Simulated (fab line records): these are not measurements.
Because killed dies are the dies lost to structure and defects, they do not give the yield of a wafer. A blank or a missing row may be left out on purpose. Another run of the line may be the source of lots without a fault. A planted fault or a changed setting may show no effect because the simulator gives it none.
fab line records + flow nand_harc
record:
- lots: 11
- wafers: 33
- last_day: 33
route steps=1302 shown A_CHANNEL_HOLE_D1@467 A_CHANNEL_FILL_D1@494 END@1302
lots that met no fault: taken from a fault-free run of the same line
start_h: start of the lot's first displayed wafer, in hours after the record's first day + wait_h: hours from the lot's prior step to this one + " same as the row above + L1.1+2: several wafers, shown together as one row + - value missing, or start not given + * or withheld: withheld + < > ~ a bound
route shown NAME@n: a module of which the file shows steps, and the number in the route of the first + usual: the fault-free wafers' mean and standard deviation + same: alike in all rows + chamber/n: place in a boat + sites: per-site readings + _std_site: the standard deviation of these + _edge_site: inner sites' mean taken away from outer sites' mean + radius_mm: how far each site lies from the wafer's centre + mask NAME#n: copy n + behind: the last tool/chamber to shape the wafer + hold: the reason the lot was held/the length of the hold in hours/how it ended + device: the transistor (n, p or np) that didn't switch + end of line: the tests these same wafers got at the end of their route + step lacking rows: just its recipe + killed: the dies lost at the first sort to structure and to defects; this is not the yield of the wafer + map: the dies of a wafer, with x for killed, . for not killed, _ for no die there
set.NAME: the setting as run; set.NAME@STEP: as run at that earlier step + model.NAME: the simulator's own value behind a step, which no gauge read
a sample of lots followed through the steps of the route, with each step as a table and each wafer as a row
services: a tool's chamber out of use, with start hour (start_h, from the record's first day; less than 0 if before it), hours out, and reason
== steps ==
step: NHARC_A_CHANNEL_HOLE_D1_ETCH_39
recipe:
- target_depth_a: 2600
- over_etch_frac: 0.3
- time_s: 325
- ion_energy_ev: 200
- n2_flow_sccm: 150
- h2_flow_sccm: 150
- ar_flow_sccm: 0
- rf_w: 400
- bias_w: 150
- chemistry: N2/H2
usual:
- drypump_motor_current_A: 5.5/0.32
- oes_product_au: 1.003/0.0077
- rf_fwd_power_W: 399.1/1.4
- rf_vpp_V: 429.9/2.7
- showerhead_plenum_p_Torr: 2.02/0.099
- throttle_valve_pct: 14.171/0.0093
| lot.wafer | tool        | chamber | start_h | wait_h | drypump_motor_current_A | oes_product_au | rf_fwd_power_W | rf_hours_counter_h | rf_vpp_V | showerhead_plenum_p_Torr | throttle_valve_pct |
|-----------|-------------|---------|---------|--------|-------------------------|----------------|----------------|--------------------|----------|--------------------------|--------------------|
| L801.1    | rie_diel-07 | 1       | -       | -      | 5.7                     | 1.004          | 397.6          | 16                 | 429.9    | 2.00                     | 14.196             |
| L801.3    | "           | 3       | "       | "      | 5.5                     | 1.002          | 398.2          | 16                 | 430.7    | 2.06                     | 14.165             |
| L801.6    | "           | 1       | "       | "      | 5.7                     | 1.005          | 397.9          | -                  | 429.6    | 2.00                     | 14.171             |
| L802.3    | rie_diel-10 | 3       | -       | -      | 5.6                     | 0.994          | 401.7          | 11                 | 428.0    | 1.96                     | 14.172             |
| L802.6    | "           | 1       | "       | "      | 5.3                     | 0.990          | 398.1          | -                  | 427.3    | 1.91                     | 14.181             |
| L802.5    | "           | 2       | "       | "      | 5.1                     | 0.990          | 396.3          | -                  | 431.1    | 2.12                     | 14.169             |
| L803.2    | rie_diel-10 | 1       | -       | -      | 5.4                     | 0.983          | 397.6          | 12                 | 426.2    | 1.91                     | 14.172             |
| L803.3    | "           | 2       | "       | "      | 5.1                     | 0.994          | 399.6          | 12                 | 431.8    | 2.12                     | 14.159             |
| L803.4    | "           | 3       | "       | "      | 5.6                     | 1.000          | 400.2          | 11                 | 427.9    | 1.96                     | 14.192             |
| L804.4    | rie_diel-10 | 0       | -       | -      | 5.5                     | 0.999          | 398.3          | 14                 | 434.4    | 2.18                     | 14.195             |
| L804.3    | "           | 1       | "       | "      | 5.4                     | 1.005          | 398.9          | 13                 | 428.0    | 1.91                     | 14.193             |
| L804.5    | "           | 2       | "       | "      | 5.1                     | 1.000          | 401.5          | -                  | 433.0    | 2.12                     | 14.170             |
| L806.2    | rie_diel-12 | 0       | -       | -      | 6.6                     | 1.012          | 399.6          | 39                 | 426.7    | 1.95                     | 14.166             |
| L806.1    | "           | 1       | "       | "      | 5.2                     | 1.007          | 400.6          | 45                 | 430.1    | 2.01                     | 14.165             |
| L806.6    | "           | 0       | "       | "      | 6.6                     | 1.000          | 400.8          | -                  | 427.3    | 1.95                     | 14.169             |
| L807.4    | rie_diel-07 | 3       | -       | -      | 5.5                     | 1.003          | 398.8          | 36                 | 431.8    | 2.05                     | 14.160             |
| L807.1    | "           | 0       | "       | "      | 5.5                     | 1.002          | 400.4          | 35                 | 426.0    | 1.90                     | 14.185             |
| L807.5    | "           | 2       | "       | "      | 5.4                     | 1.007          | 397.3          | -                  | 428.6    | 1.95                     | 14.158             |
| L808.1    | rie_diel-12 | 0       | -       | -      | 6.6                     | 1.003          | 399.0          | 46                 | 426.7    | 1.95                     | 14.169             |
| L808.6    | "           | 1       | "       | "      | 5.2                     | 1.001          | 399.0          | -                  | 429.3    | 2.01                     | 14.173             |
| L808.4    | "           | 3       | "       | "      | 5.8                     | 1.016          | 399.7          | -                  | 429.3    | 1.98                     | 14.188             |
| L809.2    | rie_diel-10 | 3       | -       | -      | 5.7                     | 1.003          | 400.0          | 1                  | 429.4    | 1.96                     | 14.182             |
| L809.5    | "           | 3       | "       | "      | 5.7                     | 1.011          | 397.4          | -                  | 426.7    | 1.96                     | 14.169             |
| L809.6    | "           | 0       | "       | "      | 5.5                     | 1.006          | 398.2          | -                  | 433.9    | 2.18                     | 14.172             |
| L818.2    | rie_diel-10 | 3       | -       | -      | 5.6                     | 1.008          | 398.1          | 7                  | 428.9    | 1.95                     | 14.184             |
| L818.3    | "           | 2       | "       | "      | 5.1                     | 0.992          | 400.1          | 7                  | 433.3    | 2.11                     | 14.165             |
| L818.5    | "           | 0       | "       | "      | 5.5                     | 1.013          | 399.8          | -                  | 433.6    | 2.18                     | 14.160             |
| L820.1    | rie_diel-10 | 1       | -       | -      | 5.3                     | 0.997          | 394.8          | 9                  | 426.3    | 1.90                     | 14.161             |
| L820.3    | "           | 3       | "       | "      | 5.6                     | 1.011          | 397.0          | 9                  | 428.3    | 1.95                     | 14.179             |
| L820.2    | "           | 0       | "       | "      | 5.5                     | 1.004          | 398.6          | 9                  | 435.3    | 2.18                     | 14.164             |
| L824.3    | rie_diel-10 | 0       | -       | -      | 5.5                     | 1.012          | 397.3          | 13                 | 433.9    | 2.18                     | 14.158             |
| L824.6    | "           | 0       | "       | "      | 5.5                     | 1.009          | 398.9          | -                  | 434.1    | 2.18                     | 14.167             |
| L824.5    | "           | 1       | "       | "      | 5.4                     | 1.005          | 398.3          | -                  | 427.0    | 1.90                     | 14.167             |
step: NHARC_A_CHANNEL_HOLE_D1_ETCH_21
recipe:
- bias_v: 3000
- source_w: withheld
- pressure_mtorr: 20
- time_s: 514.3
- ar_flow_sccm: 375
- c4f8_flow_sccm: 89.3
- o2_flow_sccm: 35.7
- temp_c: -20
- target_depth_a: 16000
- chemistry: C4F8/O2/Ar
usual:
- drypump_motor_current_A: 5.9/0.46
- showerhead_plenum_p_Torr: 3.69/0.11
- throttle_valve_pct: 32.155/0.0091
| lot.wafer | tool        | chamber | start_h | wait_h | drypump_motor_current_A | rf_hours_counter_h | showerhead_plenum_p_Torr | throttle_valve_pct |
|-----------|-------------|---------|---------|--------|-------------------------|--------------------|--------------------------|--------------------|
| L801.1    | har_etch-01 | 1       | 184.18  | 0.3    | 6.1                     | 84                 | 3.73                     | 32.153             |
| L801.3    | "           | 0       | "       | "      | 6.4                     | -                  | 3.73                     | 32.151             |
| L801.6    | "           | 0       | "       | "      | 6.3                     | -                  | 3.73                     | 32.153             |
| L802.3    | har_etch-01 | 0       | 197.80  | 0.3    | 6.4                     | -                  | 3.73                     | 32.154             |
| L802.5    | "           | 1       | "       | "      | 6.1                     | -                  | 3.73                     | 32.146             |
| L802.6    | "           | 0       | "       | "      | 6.4                     | -                  | 3.73                     | 32.141             |
| L803.2    | har_etch-02 | 0       | 200.50  | 0.3    | 5.1                     | 309                | 3.62                     | 32.154             |
| L803.3    | "           | 1       | "       | "      | 6.1                     | -                  | 3.61                     | 32.147             |
| L803.4    | "           | 0       | "       | "      | 5.1                     | -                  | 3.62                     | 32.141             |
| L804.4    | har_etch-01 | 0       | 212.59  | 0.3    | 6.3                     | -                  | 3.73                     | 32.155             |
| L804.3    | "           | 1       | "       | "      | 6.1                     | -                  | 3.73                     | 32.156             |
| L804.5    | "           | 1       | "       | "      | 6.1                     | -                  | 3.73                     | 32.144             |
| L806.2    | har_etch-01 | 1       | 236.52  | 0.3    | 6.1                     | 112                | 3.72                     | 32.158             |
| L806.1    | "           | 0       | "       | "      | 6.4                     | 112                | 3.72                     | 32.155             |
| L806.6    | "           | 1       | "       | "      | 6.1                     | -                  | 3.72                     | 32.160             |
| L807.1    | har_etch-02 | 0       | 249.89  | 0.3    | 5.1                     | 335                | 3.60                     | 32.134             |
| L807.4    | "           | 1       | "       | "      | 6.1                     | -                  | 3.60                     | 32.146             |
| L807.5    | "           | 1       | "       | "      | 6.1                     | -                  | 3.60                     | 32.150             |
| L808.1    | har_etch-01 | 1       | 253.52  | 0.3    | 6.1                     | 123                | 3.71                     | 32.152             |
| L808.4    | "           | 0       | "       | "      | 6.4                     | -                  | 3.71                     | 32.170             |
| L808.6    | "           | 1       | "       | "      | 6.1                     | -                  | 3.71                     | 32.141             |
| L809.2    | har_etch-02 | 0       | 262.58  | 0.3    | 5.1                     | 339                | 3.60                     | 32.156             |
| L809.6    | "           | 0       | "       | "      | 5.1                     | -                  | 3.60                     | 32.155             |
| L809.5    | "           | 1       | "       | "      | 6.1                     | -                  | 3.59                     | 32.156             |
| L818.2    | har_etch-02 | 1       | 347.08  | 0.3    | 6.1                     | 396                | 3.56                     | 32.157             |
| L818.3    | "           | 1       | "       | "      | 6.1                     | -                  | 3.56                     | 32.153             |
| L818.5    | "           | 0       | "       | "      | 5.1                     | -                  | 3.58                     | 32.154             |
| L820.1    | har_etch-02 | 1       | 367.80  | 0.3    | 6.1                     | 412                | 3.56                     | 32.176             |
| L820.2    | "           | 0       | "       | "      | 5.1                     | 396                | 3.57                     | 32.165             |
| L820.3    | "           | 0       | "       | "      | 5.2                     | -                  | 3.57                     | 32.149             |
| L824.3    | har_etch-01 | 0       | 410.97  | 0.3    | 6.4                     | -                  | 3.66                     | 32.151             |
| L824.5    | "           | 1       | "       | "      | 6.1                     | -                  | 3.66                     | 32.131             |
| L824.6    | "           | 0       | "       | "      | 6.4                     | -                  | 3.66                     | 32.155             |
step: NHARC_A_CHANNEL_HOLE_D1_INSPECT_40
usual:
- raw_defect_count: 74/28
| lot.wafer | tool              | chamber | start_h | wait_h | raw_defect_count |
|-----------|-------------------|---------|---------|--------|------------------|
| L801.1    | defect_inspect-01 | -       | 189.46  | -      | 49               |
| L801.3    | "                 | -       | "       | "      | 49               |
| L801.6    | "                 | -       | "       | "      | 59               |
| L802.3    | defect_inspect-02 | -       | 202.86  | -      | 68               |
| L802.5    | "                 | -       | "       | "      | 59               |
| L802.6    | "                 | -       | "       | "      | 60               |
| L803.2    | defect_inspect-02 | -       | 205.72  | -      | 109              |
| L803.3    | "                 | -       | "       | "      | 121              |
| L803.4    | "                 | -       | "       | "      | 100              |
| L804.3    | defect_inspect-02 | -       | 217.73  | -      | 93               |
| L804.4    | "                 | -       | "       | "      | 58               |
| L804.5    | "                 | -       | "       | "      | 62               |
| L806.1    | defect_inspect-02 | -       | 241.78  | -      | 29               |
| L806.2    | "                 | -       | "       | "      | 42               |
| L806.6    | "                 | -       | "       | "      | 41               |
| L807.1    | defect_inspect-01 | -       | 255.37  | -      | 80               |
| L807.4    | "                 | -       | "       | "      | 87               |
| L807.5    | "                 | -       | "       | "      | 98               |
| L808.1    | defect_inspect-02 | -       | 258.77  | -      | 50               |
| L808.4    | "                 | -       | "       | "      | 55               |
| L808.6    | "                 | -       | "       | "      | 60               |
| L809.2    | defect_inspect-01 | -       | 267.85  | -      | 126              |
| L809.5    | "                 | -       | "       | "      | 103              |
| L809.6    | "                 | -       | "       | "      | 126              |
| L818.2    | defect_inspect-02 | -       | 352.31  | -      | 747              |
| L818.3    | "                 | -       | "       | "      | 804              |
| L818.5    | "                 | -       | "       | "      | 132              |
| L820.1    | defect_inspect-01 | -       | 373.06  | -      | 716              |
| L820.2    | "                 | -       | "       | "      | 119              |
| L820.3    | "                 | -       | "       | "      | 104              |
| L824.3    | defect_inspect-02 | -       | 416.04  | -      | 77               |
| L824.5    | "                 | -       | "       | "      | 58               |
| L824.6    | "                 | -       | "       | "      | 63               |
step: NHARC_A_CHANNEL_FILL_D1_ALD_14
recipe:
- target_thk_a: 25
- pulse_time_s: 10
- ald_cycles: 25
- temp_c: 300
- material: SiO2
usual:
- heater_power_w: 475/34
- precursor_pulse_height_rel: 0.997/0.021
| lot.wafer | tool      | chamber | start_h | wait_h | heater_power_w | precursor_pulse_height_rel |
|-----------|-----------|---------|---------|--------|----------------|----------------------------|
| L801.3    | ald_hk-04 | 1       | 197.81  | 0.2    | 391            | 1.011                      |
| L801.1    | "         | 2       | "       | "      | 448            | 1.015                      |
| L801.6    | "         | 0       | "       | "      | 515            | 0.998                      |
| L802.3    | ald_hk-02 | 3       | 212.02  | 0.1    | 521            | 1.021                      |
| L802.6    | "         | 1       | "       | "      | 457            | 0.990                      |
| L802.5    | "         | 2       | "       | "      | 516            | 1.002                      |
| L803.2    | ald_hk-02 | 0       | 212.17  | 0.3    | 472            | 1.012                      |
| L803.4    | "         | 1       | "       | "      | 475            | 1.021                      |
| L803.3    | "         | 3       | "       | "      | 517            | 0.987                      |
| L804.4    | ald_hk-02 | 0       | 224.97  | 0.1    | 486            | 1.003                      |
| L804.3    | "         | 2       | "       | "      | 496            | 0.992                      |
| L804.5    | "         | 0       | "       | "      | 478            | 0.980                      |
| L806.1    | ald_hk-03 | 3       | 250.14  | 0.0    | 475            | 1.021                      |
| L806.2    | "         | 0       | "       | "      | 477            | 0.993                      |
| L806.6    | "         | 0       | "       | "      | 473            | 1.025                      |
| L807.1    | ald_hk-03 | 0       | 263.88  | 0.3    | 471            | 1.001                      |
| L807.4    | "         | 1       | "       | "      | 475            | 1.022                      |
| L807.5    | "         | 3       | "       | "      | 484            | 0.980                      |
| L808.4    | ald_hk-02 | 3       | 264.10  | 0.5    | 520            | 0.999                      |
| L808.1    | "         | 0       | "       | "      | 490            | 1.010                      |
| L808.6    | "         | 0       | "       | "      | 481            | 0.961                      |
| L809.2    | ald_hk-02 | 1       | 275.04  | 0.0    | 476            | 0.987                      |
| L809.6    | "         | 1       | "       | "      | 464            | 1.016                      |
| L809.5    | "         | 2       | "       | "      | 484            | 1.004                      |
| L818.2    | ald_hk-02 | 1       | 359.60  | 0.0    | 469            | 0.995                      |
| L818.3    | "         | 2       | "       | "      | 505            | 1.031                      |
| L818.5    | "         | 1       | "       | "      | 457            | 0.983                      |
| L820.3    | ald_hk-04 | 1       | 380.47  | 0.2    | 407            | 0.987                      |
| L820.1    | "         | 2       | "       | "      | 449            | 0.982                      |
| L820.2    | "         | 3       | "       | "      | 446            | 0.973                      |
| L824.3    | ald_hk-02 | 2       | 423.29  | 0.1    | 514            | 1.012                      |
| L824.5    | "         | 1       | "       | "      | 459            | 0.993                      |
| L824.6    | "         | 2       | "       | "      | 503            | 1.026                      |
step: NHARC_A_CHANNEL_FILL_D1_ALD_15
recipe:
- target_thk_a: 20
- pulse_time_s: 60
- ald_cycles: 19
- temp_c: 630
- pressure_torr: 2
- material: SiNx
usual:
- precursor_pulse_height_rel: 1.001/0.02
| lot.wafer | tool             | chamber | start_h | wait_h | precursor_pulse_height_rel |
|-----------|------------------|---------|---------|--------|----------------------------|
| L801.1    | ald_sin_batch-01 | 0       | 200.77  | 2.8    | 1.018                      |
| L801.3    | "                | 0       | "       | "      | 1.022                      |
| L801.6    | "                | 0       | "       | "      | 1.007                      |
| L802.3    | ald_sin_batch-03 | 0       | -       | -      | 1.003                      |
| L802.5    | "                | 0       | "       | "      | 1.045                      |
| L802.6    | "                | 0       | "       | "      | 0.994                      |
| L803.2    | ald_sin_batch-03 | 0       | -       | -      | 1.009                      |
| L803.3    | "                | 0       | "       | "      | 1.026                      |
| L803.4    | "                | 0       | "       | "      | 1.002                      |
| L804.3    | ald_sin_batch-03 | 0       | -       | -      | 1.014                      |
| L804.4    | "                | 0       | "       | "      | 1.016                      |
| L804.5    | "                | 0       | "       | "      | 1.008                      |
| L806.1    | ald_sin_batch-01 | 0       | 253.48  | 3.3    | 0.987                      |
| L806.2    | "                | 0       | "       | "      | 1.040                      |
| L806.6    | "                | 0       | "       | "      | 1.009                      |
| L807.1    | ald_sin_batch-01 | 0       | 267.21  | 3.2    | 0.989                      |
| L807.4    | "                | 0       | "       | "      | 1.014                      |
| L807.5    | "                | 0       | "       | "      | 1.022                      |
| L808.1    | ald_sin_batch-01 | 0       | -       | -      | 1.016                      |
| L808.4    | "                | 0       | "       | "      | 0.999                      |
| L808.6    | "                | 0       | "       | "      | 1.003                      |
| L809.2    | ald_sin_batch-01 | 0       | -       | -      | 0.986                      |
| L809.5    | "                | 0       | "       | "      | 1.006                      |
| L809.6    | "                | 0       | "       | "      | 1.013                      |
| L818.2    | ald_sin_batch-02 | 0       | -       | -      | 0.980                      |
| L818.3    | "                | 0       | "       | "      | 1.000                      |
| L818.5    | "                | 0       | "       | "      | 1.010                      |
| L820.1    | ald_sin_batch-02 | 0       | -       | -      | 0.981                      |
| L820.2    | "                | 0       | "       | "      | 1.000                      |
| L820.3    | "                | 0       | "       | "      | 1.010                      |
| L824.3    | ald_sin_batch-02 | 0       | -       | -      | 0.989                      |
| L824.5    | "                | 0       | "       | "      | 0.979                      |
| L824.6    | "                | 0       | "       | "      | 0.985                      |
step: NHARC_END_SORT_01
recipe:
- temp_c: 25
usual:
- killed_at_array: 52/20
- killed_at_other: 1.0/1.3
- killed_at_periphery: 3.7/2.2
- killed_dies: 57/20
- killed_open: 3.2/1.6
- killed_short: 2.4/1.6
same:
- gross_dies: 677
| lot.wafer | tool      | chamber | start_h | wait_h | killed_at_array | killed_at_other | killed_at_periphery | killed_dies | killed_open | killed_short |
|-----------|-----------|---------|---------|--------|-----------------|-----------------|---------------------|-------------|-------------|--------------|
| L818.2    | prober-01 | 0       | 727.73  | 2.8    | 109             | 1               | 6                   | 116         | 3           | 1            |
| L818.3    | prober-01 | 0       | 728.51  | 3.1    | 102             | 0               | 10                  | 112         | 5           | 3            |
| L820.1    | prober-01 | 0       | 761.57  | 2.5    | 106             | 0               | 6                   | 112         | 3           | 2            |
killed by level:class
L818.2 A_CHANNEL_HOLE_D1:unspecified=52 A_SLIT:chamber_film_flake=36 A_CHANNEL_HOLE_D1:chamber_film_flake=9 A_CHANNEL_FILL_D1:chamber_film_flake=3 A_STAIRCASE:chamber_film_flake=3 A_CONTACT:chamber_film_flake=3 P_STI:chamber_film_flake=2 P_CONTACT:chamber_film_flake=2
L818.3 A_CHANNEL_HOLE_D1:unspecified=50 A_SLIT:chamber_film_flake=31 A_CHANNEL_HOLE_D1:chamber_film_flake=9 P_STI:chamber_film_flake=6 A_CONTACT:chamber_film_flake=5 A_CHANNEL_FILL_D2:geometric_particle:open=2 P_GATE:chamber_film_flake=2 P_CONTACT:geometric_particle:open=1
L820.1 A_CHANNEL_HOLE_D1:unspecified=54 A_SLIT:chamber_film_flake=35 A_CONTACT:chamber_film_flake=6 P_GATE:chamber_film_flake=4 A_CHANNEL_HOLE_D1:chamber_film_flake=3 A_STAIRCASE:chamber_film_flake=2 P_GATE:geometric_particle:open=1 P_M0:geometric_particle:open=1
== services ==
| tool             | chamber | start_h | hours | kind       |
|------------------|---------|---------|-------|------------|
| rie_diel-12      | 3       | 165.03  | 13.8  | repair     |
| ald_hk-02        | -       | 170.00  | 10.0  | pm         |
| ald_hk-02        | 0       | 170.00  | 10.0  | vent_cycle |
| ald_hk-02        | 1       | 170.00  | 10.0  | vent_cycle |
| ald_hk-02        | 2       | 170.00  | 10.0  | vent_cycle |
| ald_hk-02        | 3       | 170.00  | 10.0  | vent_cycle |
| rie_diel-10      | 0       | 172.83  | -     | clean      |
| rie_diel-07      | 3       | 173.98  | 3.1   | repair     |
| ald_hk-03        | -       | 217.85  | 10.0  | pm         |
| rie_diel-07      | 0       | 232.43  | 3.9   | repair     |
| rie_diel-12      | 2       | 240.43  | 25.3  | repair     |
| rie_diel-10      | -       | 242.54  | 9.0   | pm         |
| ald_hk-04        | -       | 255.06  | 10.0  | pm         |
| ald_sin_batch-02 | -       | 266.00  | 26.0  | pm         |
| rie_diel-12      | -       | 268.96  | 9.0   | pm         |
| rie_diel-07      | 0       | 278.31  | 7.7   | repair     |
| rie_diel-10      | 2       | 286.15  | 2.9   | repair     |
| rie_diel-07      | -       | 294.29  | 9.0   | pm         |
| ald_hk-02        | -       | 348.00  | 10.0  | pm         |
| rie_diel-10      | 1       | 372.76  | 22.8  | repair     |
| har_etch-02      | -       | 377.00  | 17.0  | pm         |
| ald_hk-03        | -       | 389.50  | 0.6   | repair     |
| ald_hk-03        | -       | 395.85  | 10.0  | pm         |
| rie_diel-10      | -       | 419.54  | 9.0   | pm         |
== key ==
first_sign:
- step: NHARC_A_CHANNEL_HOLE_D1_INSPECT_40
- reading: raw_defect_count
- direction: up
- sigmas: 24
- usual: 74
- struck: 756
effect none on later readings
met_at NHARC_A_CHANNEL_HOLE_D1_ETCH_21
struck_lots L818,L820
struck_wafers L818.2,L818.3,L820.1
tester_left_out L818,L820
not_acting_at NHARC_A_CHANNEL_HOLE_D1_ETCH_39,NHARC_A_CHANNEL_FILL_D1_ALD_14,NHARC_A_CHANNEL_FILL_D1_ALD_15
onset_between 262.58 347.08
fault:
- kind: chamber_particle_source
- tool: har_etch-02
- chamber: 1
- onset_h: 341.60
- steps: NHARC_A_CHANNEL_HOLE_D1_ETCH_21
- rate_per_visit_cm2: 1.022
- end_h: 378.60
tester_left_out: of these lots the tester's yield and bins aren't shown, on N5 and GAA mostly nor the transistor test; their killed dies are dies lost to structure and defects alone, not to doping, threshold or leakage, so they don't give the yield
